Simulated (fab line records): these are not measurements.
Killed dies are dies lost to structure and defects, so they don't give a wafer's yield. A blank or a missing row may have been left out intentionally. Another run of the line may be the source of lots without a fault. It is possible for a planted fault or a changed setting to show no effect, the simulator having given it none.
fab line records    flow nandHarc
record: lots: 5  wafers: 14  lastDay: 33
route steps=1302 shown A_STAIRCASE@639 END@1302
lots that met no fault: from a run of the same line without faults
startH: start of the lot's first displayed wafer, in hours after the record's first day    waitH: how many hours have passed since the lot's step before this one    " identical to the entry in the row above    L1.1+2: a row that stands for several wafers    - no value, or no start given    * or withheld: withheld    < > ~ a bound
route shown NAME@n: names a module that has steps shown in the file, with the first one's number in the route    usual: mean and standard deviation over wafers with no fault    same: alike in all rows    chamber/n: place in a boat    sites: per-site readings    _std_site: the values' standard deviation    _edge_site: the outer-site mean with the inner-site mean subtracted    radiusMm: how far each site lies from the wafer's centre    mask NAME#n: copy n    behind: the last tool/chamber to shape the wafer    hold: reason for holding the lot/hours on hold/outcome of the hold    device: whichever transistor did not switch (one of n, p or np)    end of line: the same wafers' tests at the end of the route    where a step has no rows: the recipe by itself    killed: count of dies lost to structure and defects at first sort (not the wafer's yield)    map: a wafer's dies, x killed, . not, _ none there
set.NAME: the setting as run; set.NAME@STEP: as run at that earlier step    model.NAME: the simulator's own value behind a step, which no gauge read
lots seen at some steps along the route; tables by step, rows by wafer
services: the hour from which a tool's chamber was out of use, counted from the record's first day as startH (under 0 if before that day), plus the number of hours and why
== steps ==
step: NHARC_A_STAIRCASE_DEP_156
recipe: targetThkA: 500  tempC: 400  targetThkNm: 50  flowSccm: 200  rfW: 450  material: SiNx
usual: heaterPowerW: 705/78
lot.wafer  tool      chamber  startH  waitH  heaterPowerW
L529.1     pecvd-03  2        357.97  0.1    821
L529.3     "         0        "       "      776
L529.4     "         2        "       "      796
L537.3     pecvd-02  1        430.07  0.1    595
L537.1     "         0        "       "      663
L537.4     "         0        "       "      658
L539.1     pecvd-03  1        454.02  0.2    862
L539.2     "         2        "       "      757
L539.3     "         0        "       "      781
L541.3     pecvd-04  2        473.75  0.1    748
L541.4     "         1        "       "      637
L552.4     pecvd-02  2        581.26  0.2    765
L552.6     "         0        "       "      645
L552.5     "         1        "       "      584
step: NHARC_A_STAIRCASE_DEHYDRATE_158
recipe: tempC: 150  timeS: 120
step: NHARC_A_STAIRCASE_HMDS_159
recipe: timeS: 30
step: NHARC_A_STAIRCASE_COAT_160
recipe: spinRpm: 1200
step: NHARC_A_STAIRCASE_SOFTBAKE_161
recipe: tempC: 135  timeS: 170
step: NHARC_A_STAIRCASE_EBR_162
step: NHARC_A_STAIRCASE_EXPOSE_163
recipe: na: 0.5  doseMj: 20.01  maskId: STAIR_OPEN
step: NHARC_A_STAIRCASE_PEB_164
recipe: pebTempC: 115  pebTimeS: 130
step: NHARC_A_STAIRCASE_DEVELOP_165
recipe: timeS: 140
step: NHARC_A_STAIRCASE_HARDBAKE_167
recipe: tempC: 120  timeS: 140
step: NHARC_A_STAIRCASE_DESCUM_168
recipe: timeS: 3  o2FlowSccm: 200  arFlowSccm: 0  biasPowerW: 0  chemistry: O2
usual: drypumpMotorCurrentA: 5.8/0.43  oesProductAu: 1.002/0.012  rfVppV: 57.9/0.97  showerheadPlenumPTorr: 1.95/0.076  throttleValvePct: 11.310/0.0088
lot.wafer  tool        chamber  startH  waitH  drypumpMotorCurrentA  oesProductAu  rfHoursCounterH  rfVppV  showerheadPlenumPTorr  throttleValvePct
L529.4     rieDiel-01  1        358.96  -      5.2                   0.969         49               57.8    1.88                   11.317
L529.1     "           2        "       "      6.4                   0.990         49               58.0    1.81                   11.311
L529.3     "           0        "       "      5.9                   0.987         48               59.9    1.81                   11.309
L537.1     rieDiel-09  3        431.13  -      6.4                   1.012         40               58.7    2.05                   11.316
L537.4     "           1        "       "      5.9                   0.991         35               58.0    1.98                   11.319
L537.3     "           2        "       "      6.1                   1.025         38               57.8    1.94                   11.302
L539.2     rieDiel-01  0        455.00  -      5.9                   1.003         16               57.9    1.81                   11.308
L539.3     "           1        "       "      5.2                   0.978         26               58.0    1.87                   11.321
L539.1     "           2        "       "      6.4                   0.979         15               54.9    1.80                   11.327
L541.4     rieDiel-09  3        474.71  -      6.4                   1.005         54               58.2    2.04                   11.308
L541.3     "           1        "       "      5.9                   0.993         46               58.4    1.97                   11.320
L552.4     rieDiel-09  3        584.13  -      6.4                   0.989         27               57.8    2.03                   11.313
L552.6     "           0        "       "      5.7                   1.011         -                59.7    1.95                   11.305
L552.5     "           1        "       "      5.9                   0.992         -                57.8    1.96                   11.300
step: NHARC_A_STAIRCASE_ETCH_169
recipe: targetDepthA: 500  timeS: 107.1  ionEnergyEv: 120  ch3fFlowSccm: 50  o2FlowSccm: 30  arFlowSccm: 200  rfW: 500  biasW: 100  chemistry: CH3F/O2
usual: ch3fFlowSccm: 50.00/0.16  drypumpMotorCurrentA: 5.9/0.42  oesProductAu: 0.959/0.016  rfVppV: 245.1/1.5  runLengthS: 128.4/0.54  showerheadPlenumPTorr: 2.51/0.093  throttleValvePct: 20.663/0.0099
lot.wafer  tool        chamber  startH  waitH  ch3fFlowSccm  drypumpMotorCurrentA  oesProductAu  rfHoursCounterH  rfVppV  runLengthS  showerheadPlenumPTorr  throttleValvePct
L529.3     rieDiel-01  2        359.05  0.1    50.23         6.4                   0.933         49               243.6   128.2       2.33                   20.664
L529.1     "           3        "       "      49.89         5.8                   0.944         50               244.7   128.9       2.49                   20.662
L529.4     "           0        "       "      49.84         6.0                   0.956         48               241.7   129.1       2.34                   20.672
L537.4     rieDiel-09  3        431.30  0.1    49.79         6.4                   0.953         40               246.0   127.8       2.63                   20.666
L537.1     "           0        "       "      50.02         5.7                   0.922         21               246.4   128.5       2.53                   20.668
L537.3     "           2        "       "      49.94         6.2                   0.974         38               245.0   128.0       2.49                   20.673
L539.2     rieDiel-01  1        455.28  0.3    49.77         5.2                   0.942         27               242.6   128.7       2.40                   20.670
L539.3     "           2        "       "      50.14         6.4                   0.936         15               243.2   128.2       2.32                   20.654
L539.1     "           0        "       "      49.97         6.0                   0.952         16               243.2   129.2       2.33                   20.673
L541.3     rieDiel-09  0        474.79  0.1    49.76         5.8                   0.981         34               244.4   148.3       2.52                   20.680
L541.4     "           1        "       "      50.03         5.9                   0.964         46               244.7   127.8       2.53                   20.671
L552.4     rieDiel-09  0        584.21  0.1    50.05         5.8                   0.953         31               245.1   128.1       2.51                   20.645
L552.5     "           0        "       "      50.15         5.8                   0.961         -                244.8   128.7       2.51                   20.670
L552.6     "           1        "       "      49.91         5.9                   0.940         -                246.9   127.3       2.52                   20.672
step: NHARC_A_STAIRCASE_ETCH_170
recipe: targetDepthA: 2000  timeS: 66.667  ionEnergyEv: 250  c4f6FlowSccm: 25  o2FlowSccm: 20  arFlowSccm: 500  rfW: 600  biasW: 500  chemistry: C4F6/O2
usual: drypumpMotorCurrentA: 5.8/0.43  oesProductAu: 0.978/0.014  rfVppV: 548.1/2.9  runLengthS: 87.9/0.55  showerheadPlenumPTorr: 3.99/0.14  throttleValvePct: 26.903/0.0084
lot.wafer  tool        chamber  startH  waitH  drypumpMotorCurrentA  oesProductAu  rfHoursCounterH  rfVppV  runLengthS  showerheadPlenumPTorr  throttleValvePct
L529.4     rieDiel-01  0        -       -      6.0                   0.960         48               542.6   88.2        3.74                   26.899
L529.3     "           1        "       "      5.2                   0.942         49               544.2   88.7        3.86                   26.908
L529.1     "           2        "       "      6.4                   0.952         49               542.6   87.7        3.73                   26.898
L537.4     rieDiel-09  1        -       -      5.9                   0.981         35               548.3   87.2        4.04                   26.913
L537.3     "           3        "       "      6.4                   0.994         40               551.4   87.6        4.17                   26.890
L537.1     "           0        "       "      5.8                   0.979         22               550.3   88.1        4.03                   26.888
L539.2     rieDiel-01  1        -       -      5.2                   0.972         27               544.8   88.4        3.84                   26.887
L539.3     "           2        "       "      6.4                   0.963         15               543.1   87.8        3.72                   26.894
L539.1     "           0        "       "      6.0                   0.990         16               543.2   88.5        3.72                   26.891
L541.4     rieDiel-09  2        -       -      6.2                   0.983         55               548.5   87.5        3.96                   26.900
L541.3     "           3        "       "      6.4                   0.983         54               552.9   87.4        4.16                   26.913
L552.4     rieDiel-09  3        -       -      6.4                   0.983         27               552.8   87.5        4.15                   26.894
L552.5     "           2        "       "      6.2                   0.988         -                546.9   87.5        3.94                   26.909
L552.6     "           3        "       "      6.4                   0.979         -                550.0   87.6        4.14                   26.892
step: NHARC_END_SORT_01
recipe: tempC: 25
usual: killedAtArray: 57/18  killedAtOther: 0.9/1.3  killedAtPeriphery: 3.5/2.2  killedDies: 62/18  killedOpen: 3.0/1.7  killedShort: 2.3/1.5
same: grossDies: 677
lot.wafer  tool       chamber  startH  waitH  killedAtArray  killedAtOther  killedAtPeriphery  killedDies  killedOpen  killedShort
L529.1     prober-01  0        569.91  2.5    79             0              4                  83          2           3
L529.3     prober-01  0        571.52  3.1    79             0              6                  85          2           3
L529.4     prober-01  0        572.33  3.4    74             0              4                  78          2           4
killed by level:class
L529.1 A_CHANNEL_HOLE_D2:chamberFilmFlake=34 A_CHANNEL_HOLE_D1:chamberFilmFlake=30 A_STAIRCASE:chamberFilmFlake=4 P_M1:chamberFilmFlake=3 A_CONTACT:unspecified=3 A_CHANNEL_FILL_D1:geometricParticle:open=2 A_CONTACT:chamberFilmFlake=2 A_CHANNEL_FILL_D1:geometricParticle:short=1
L529.3 A_CHANNEL_HOLE_D2:chamberFilmFlake=36 A_CHANNEL_HOLE_D1:chamberFilmFlake=33 P_M1:chamberFilmFlake=4 A_STAIRCASE:chamberFilmFlake=3 P_GATE:geometricParticle:open=2 A_DECK1_JOINT:geometricParticle:short=2 A_CONTACT:unspecified=2 A_BLC:geometricParticle:short=1
L529.4 A_CHANNEL_HOLE_D2:chamberFilmFlake=32 A_CHANNEL_HOLE_D1:chamberFilmFlake=28 A_STAIRCASE:chamberFilmFlake=4 A_CHANNEL_FILL_D2:geometricParticle:short=2 A_M0:geometricParticle:short=2 P_M1:chamberFilmFlake=2 A_CHANNEL_FILL_D1:chamberFilmFlake=2 A_ONON_D2:geometricParticle:open=1
== services ==
tool        chamber  startH  hours  kind
pecvd-04    -        350.65  0.4    repair
rieDiel-09  0        353.97  -      clean
rieDiel-09  1        353.97  -      clean
rieDiel-09  0        358.70  36.5   repair
pecvd-03    -        366.08  13.0   pm
rieDiel-01  -        381.24  9.0    pm
rieDiel-09  1        386.84  5.0    repair
pecvd-02    2        399.58  5.7    repair
pecvd-04    0        404.40  9.7    repair
rieDiel-01  0        407.74  18.9   repair
pecvd-02    -        408.13  13.0   pm
pecvd-04    -        433.62  0.3    repair
rieDiel-09  1        449.41  13.0   repair
pecvd-04    -        450.16  13.0   pm
rieDiel-01  3        455.97  1.4    repair
rieDiel-09  -        463.31  1.1    repair
rieDiel-01  2        476.04  5.3    repair
pecvd-04    2        481.97  16.3   repair
rieDiel-09  -        497.46  9.0    pm
pecvd-03    2        523.41  17.9   repair
pecvd-03    -        547.08  13.0   pm
rieDiel-01  -        558.24  9.0    pm
pecvd-03    -        564.50  1.8    repair
pecvd-03    2        571.26  2.0    repair
== key ==
firstSign: step: NHARC_A_STAIRCASE_ETCH_169  reading: runLengthS  direction: up  sigmas: 37  usual: *  struck: *
effect none on later readings
metAt NHARC_A_STAIRCASE_ETCH_169
struckWafers L541.3
testerLeftOut L541
onsetBetween 431.30 474.79
fault: kind: processParameterDrift  tool: rieDiel-09  chamber: -  onsetH: 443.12  steps: NHARC_A_STAIRCASE_ETCH_169  channel: timeS  offset: *  shape: step  endH: 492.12  scope: struckWafersOnly  actsIn: *  stated: *
testerLeftOut: of these lots the tester's yield and bins aren't shown, on N5 and GAA mostly nor the transistor test; their killed dies are dies lost to structure and defects alone, not to doping, threshold or leakage, so they don't give the yield
